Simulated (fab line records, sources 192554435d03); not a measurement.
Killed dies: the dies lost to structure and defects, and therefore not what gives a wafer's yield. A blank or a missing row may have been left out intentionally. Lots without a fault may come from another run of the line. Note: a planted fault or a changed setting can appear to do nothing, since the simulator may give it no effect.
One fault through the eyes of 3 desks -- flow n5 finfet -- only its own numbers are on each desk; what lay behind them is given at the end

## AT THE TOOL OWNER'S DESK: litho track-01
The tool's own readings at N5_BEOL_M2_COAT_73 (time 60 s, resist thk 5 nm): means of the sampled wafers that have a number, for each lot that ran on this tool. The brackets show how far a lot's mean lies from the usual mean; more than 4 standard deviations puts the lot out of limits, marked OUT.
Columns: A = heater power total W at N5_BEOL_M2_COAT_73, usual 391.7 W; B = plate temp C at N5_BEOL_M2_COAT_73, usual 205.00 C
lot,first seen here,A,B
L333,day 8 03:51,392.4,204.90
L340,day 11 00:47,349.9 (-32) OUT,186.60 (-99 or more) OUT
L342,day 11 06:31,346.4 (-35) OUT,186.35 (-99 or more) OUT
This desk's finding: out of limits on L340, L342; first on L340, day 11 00:47 (heater power total W at N5_BEOL_M2_COAT_73). In limits: L333.

## AT THE METROLOGY DESK
What the gauges read, lot by lot, whatever tool the lot ran on: means of the sampled wafers that have a number. The brackets show how far a lot's mean lies from the usual mean; more than 4 standard deviations puts the lot out of limits, marked OUT. 7 of its 14 readings are shown, namely those furthest out on some lot.
Columns: A = M1_RS at N5_BEOL_M1_RS_MEAS_58, usual 0.67 ohm/sq; B = M2_OVL at N5_BEOL_M2_OVL_MEAS_12, usual -0.3 nm; C = DIBL_P at N5_BEOL_M4_RC_MEAS_101, usual 35.6 mV/V; D = IOFF_N at N5_BEOL_M4_RC_MEAS_101, usual 0.15 nA/um; E = IOFF_P at N5_BEOL_M4_RC_MEAS_101, usual 0.19 nA/um; F = ION_P at N5_BEOL_M4_RC_MEAS_101, usual 455 uA/um; G = SS_N at N5_BEOL_M4_RC_MEAS_101, usual 71.5 mV/dec
lot,first seen here,A,B,C,D,E,F,G
L333,day 8 03:19,0.66,-1.8,39.5,0.19,0.23,465,72.4
L335,day 8 16:51,0.74,-1.0,33.1,0.13,0.18,457,71.3
L340,day 11 00:16,0.68,-0.4,36.8,0.16,0.19,452,71.6
L342,day 11 05:46,0.72,-0.2,37.4,0.16,0.19,449,72.0
L345,day 11 15:06,0.66,-1.4,36.2,0.16,0.19,456,71.1
L350,day 12 12:40,0.67,-0.3,34.4,0.14,0.19,455,71.5
This desk's verdict: no lot among the 6 shows anything out of limits.

## THE DEFECT DESK
Per lot, the means of the sampled wafers with a number show what the inspections along the route counted. The brackets show how far a lot's mean lies from the usual mean; more than 4 standard deviations puts the lot out of limits, marked OUT.
Columns: A = raw defect count at N5_BEOL_M1_INSPECT_59, usual 76; B = raw defect count at N5_BEOL_M2_INSPECT_13, usual 433
lot,first seen here,A,B
L333,day 8 03:20,55,283
L335,day 8 16:52,73,424
L340,day 11 00:18,88,503
L342,day 11 05:47,97,484
L345,day 11 15:07,77,456
L350,day 12 12:42,63,323
This desk's verdict: no lot among the 6 shows anything out of limits.

## TAKEN TOGETHER
On L340, L342, at day 11 00:47, an alarm was possible from the tool owner's desk.
At the metrology desk, nothing out of limits was observed.
Nothing the defect desk looked at was out of limits.
The metrology desk has L340, L342 on record, within its limits.
The defect desk has L340, L342 on record, within its limits.
Every lot named ran N5_BEOL_M2_COAT_73 on litho track-01.

## WHAT HAD BEEN PUT IN BY THE SIMULATOR
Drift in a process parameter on litho track-01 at N5_BEOL_M2_COAT_73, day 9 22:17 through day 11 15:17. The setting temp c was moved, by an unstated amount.
Shown lots that were struck: L340, L342.
Hours from the fault's start to each desk's first reading out of limits: the tool owner's desk, 26.
